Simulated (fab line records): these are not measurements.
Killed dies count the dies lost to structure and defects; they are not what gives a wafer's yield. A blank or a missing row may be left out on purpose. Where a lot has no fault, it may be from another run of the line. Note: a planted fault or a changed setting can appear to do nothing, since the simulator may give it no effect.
Split-lot trial | flow n5 finfet | 7 lots, 39 wafers read, on a route of 1938 steps

== THE SPLIT ==
At N5_FIN_SAQP_PECVD_48 (deposits SiNx from SiH4/NH3/N2, target thk 25 nm, time 22.1 s), the setting time s was moved away from the recipe's 22.1 s on 12 of the 39 wafers read, by -60.0% to +38.5%. For the rest of the wafers, this setting stayed at what the recipe calls for.

== FROM THE SPLIT TO THE READING: what the file shows between them, 2 steps ==
- N5_FIN_SAQP_PECVD_06: deposits a-Si from SiH4/He, target thk 60 nm, time 48.1 s
- N5_FIN_SAQP_MANDREL1_REMOVE_56: chemistry HBr/Cl2/O2, target a-Si, stops on SiNx, bt time 10 s

== THE READING ==
etch.depth nm (the simulator's own value, which no gauge read), in nm, at N5_FIN_SAQP_ETCH_57 (etches SiNx in CH3F/O2, target depth 32.5 nm, time 46.4 s). No usual value for it is given in the file. Across the 27 wafers here that went through the recipe, the average is 25.03 nm and the standard deviation 0.28 nm.

wafer  | tool, chamber at the split | time s as run, s | against the recipe | etch.depth nm, nm | against lot-mates on the recipe
L079.2 | pecvd-03, 1                | 22.1             | recipe             | 25.21             | -
L079.3 | pecvd-03, 1                | 22.1             | recipe             | 25.33             | -
L079.6 | pecvd-03, 0                | 22.1             | recipe             | 25.3              | -
L080.1 | pecvd-04, 0                | 22.1             | recipe             | 24.54             | -
L080.2 | pecvd-04, 1,2              | 22.1             | recipe             | 24.71             | -
L080.3 | pecvd-04, 2                | 22.1             | recipe             | 24.85             | -
L080.4 | pecvd-04, 1                | 22.1             | recipe             | 25.13             | -
L080.5 | pecvd-04, 1,2              | 22.1             | recipe             | 24.75             | -
L080.6 | pecvd-04, 0                | 22.1             | recipe             | 24.8              | -
L082.1 | pecvd-04, 1                | 22.1             | recipe             | 25.37             | -
L082.2 | pecvd-04, 0                | 22.1             | recipe             | 24.94             | -
L082.3 | pecvd-04, 2                | 22.1             | recipe             | 25.13             | -
L082.4 | pecvd-04, 0                | 22.1             | recipe             | 25.16             | -
L082.5 | pecvd-04, 2                | 22.1             | recipe             | 24.96             | -
L082.6 | pecvd-04, 1                | 22.1             | recipe             | 25.76             | -
L083.1 | pecvd-03, 1                | 30.6             | +38.5%             | 34.75             | +9.71
L083.2 | pecvd-03, 2                | 22.1             | recipe             | 25.06             | -
L083.3 | pecvd-03, 0                | 22.1             | recipe             | 24.77             | -
L083.4 | pecvd-03, 2                | 30.6             | +38.5%             | 35.17             | +10.13
L083.5 | pecvd-03, 1                | 30.6             | +38.5%             | 35.07             | +10.03
L083.6 | pecvd-03, 0                | 22.1             | recipe             | 25.3              | -
L084.1 | pecvd-02, 0                | 22.1             | recipe             | 24.92             | -
L084.2 | pecvd-02, 2                | 22.1             | recipe             | 24.66             | -
L084.3 | pecvd-02, 1                | 8.851            | -60.0%             | 10.08             | -14.96
L084.4 | pecvd-02, 1,0              | 8.851            | -60.0%             | 10.12             | -14.92
L084.5 | pecvd-02, 2                | 22.1             | recipe             | 25.53             | -
L084.6 | pecvd-02, 1,0              | 8.851            | -60.0%             | 10.12             | -14.92
L094.1 | pecvd-04, 1                | 22.1             | recipe             | 24.87             | -
L094.2 | pecvd-04, 0                | 15.87            | -28.2%             | 17.51             | -7.41
L094.3 | pecvd-04, 2                | 15.87            | -28.2%             | 17.46             | -7.46
L094.4 | pecvd-04, 1                | 15.87            | -28.2%             | 17.9              | -7.02
L094.5 | pecvd-04, 0                | 22.1             | recipe             | 24.77             | -
L094.6 | pecvd-04, 2                | 22.1             | recipe             | 25.12             | -
L096.1 | pecvd-04, 1                | 26.1             | +18.1%             | 29.41             | +4.43
L096.2 | pecvd-04, 0                | 22.1             | recipe             | 24.8              | -
L096.3 | pecvd-04, 2                | 22.1             | recipe             | 24.98             | -
L096.4 | pecvd-04, 2                | 22.1             | recipe             | 25.16             | -
L096.5 | pecvd-04, 0                | 26.1             | +18.1%             | 29.67             | +4.69
L096.6 | pecvd-04, 1                | 26.1             | +18.1%             | 29.6              | +4.62
Where a row lists several chambers, the file gives one row for several wafers and doesn't say which wafer went through which chamber.

FIT RESULTS
A straight line over all 39 wafers: etch.depth nm changes by +0.253 nm for each +1% of time s; r = +1.00; the points scatter about the line by 0.28 nm.
The same after taking each lot's own level away (the mean of its wafers on the recipe; 39 wafers): +0.253 nm for each +1%; r = +1.00; scatter 0.23 nm.
Per that fit: largest time s move, reading shift of 15 nm.
The lots' own levels span 24.797 to 25.280 nm, that is 1.7 times the standard deviation above.
The two slopes are in agreement: the lot-to-lot level therefore moves the slope only a little.
Check: for one of the wafers moved furthest among these (-60.0%), held out of the fit, the line's prediction against its lot-mates is -15.2 nm. It came out at -15 nm against them.

== FURTHER SPLITS ON THESE WAFERS ==
Note: prior to the reading, these wafers also went through further splits. Each is held against what the fit with the lots' levels taken away leaves over:
other split on the same wafers          | wafers away from the commonest value | r with etch.depth nm (lot level and that fit taken away)
N5_ZERO_LAYER_DEVELOP_10 develop time s | 15                                   | +0.00

== THE WHOLE CHAIN: every reading that the file lists as answering this split, in the file's order ==
step                 | what it does                                                  | reading                                                                           | change (the file's fit)               | r (the file's)
N5_FIN_SAQP_PECVD_48 | deposits SiNx from SiH4/NH3/N2, target thk 25 nm, time 22.1 s | SiNx_of_FIN_SAQP_PECVD_48.thk nm (the simulator's own value, which no gauge read) | +0.254 nm for each +1% of the setting | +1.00
N5_FIN_SAQP_ETCH_57  | etches SiNx in CH3F/O2, target depth 32.5 nm, time 46.4 s     | etch rf on time s                                                                 | withheld for each +1% of the setting  | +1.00
N5_FIN_SAQP_ETCH_57  | etches SiNx in CH3F/O2, target depth 32.5 nm, time 46.4 s     | etch.depth nm (the simulator's own value, which no gauge read)                    | +0.253 nm for each +1% of the setting | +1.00

== THE FILE'S OWN FIT ==
etch.depth nm changes by +0.253 nm for each +1% of time s, r = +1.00.
